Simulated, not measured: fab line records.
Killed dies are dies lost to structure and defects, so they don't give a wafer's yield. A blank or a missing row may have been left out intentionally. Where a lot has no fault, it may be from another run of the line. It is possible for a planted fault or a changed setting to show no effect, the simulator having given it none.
Chamber matching + flow n5_finfet + N5_DUMMY_GATE_ETCH_37 on rie_diel-04: 4 sister chambers
The step etches SOC in N2/H2, target depth 60 nm, overetch 30 nm. 4 wafers are shown with their chamber, then 10 later ones without.

WAFERS WITH THEIR CHAMBER
| wafer  | chamber | drypump_motor_current_A (A) |
|--------|---------|-----------------------------|
| L084.1 | 1       | 5.0                         |
| L084.4 | 0       | 5.1                         |
| L087.3 | 3       | 6.1                         |
| L087.4 | 2       | 6.3                         |

WAFERS MISSING THEIR CHAMBER
| wafer  | drypump_motor_current_A (A) |
|--------|-----------------------------|
| L087.6 | 6.0                         |
| L088.3 | 5.0                         |
| L088.5 | 5.1                         |
| L088.6 | 5.0                         |
| L091.1 | 5.1                         |
| L091.4 | 6.3                         |
| L091.5 | 6.3                         |
| L096.1 | 6.1                         |
| L096.2 | 5.1                         |
| L096.6 | 6.3                         |

WHICH CHAMBER EACH ONE RAN IN
| wafer  | from the rows above | in truth |
|--------|---------------------|----------|
| L087.6 | 3                   | 3        |
| L088.3 | 1                   | 1        |
| L088.5 | 0                   | 0        |
| L088.6 | 1                   | 1        |
| L091.1 | 0                   | 0        |
| L091.4 | 2                   | 2        |
| L091.5 | 2                   | 2        |
| L096.1 | 3                   | 3        |
| L096.2 | 0                   | 0        |
| L096.6 | 2                   | 2        |
Correct placement for 10 of the 10. Not placeable from these rows: 0. Wrongly placed: 0.
How it was worked out, from the rows above alone: a wafer's distance from a chamber is the root of the sum, over the readings, of the square of ((its reading less the chamber's mean) divided by the reading's scatter). The wafer belongs to the nearest chamber; if the next one is less than 2 further off, it can't be placed. For every chamber, the mean is computed from those of its wafers that are shown. The scatter: with one shown wafer a chamber, the root of the mean of the squares of how far each hidden wafer lies from its nearest shown one.
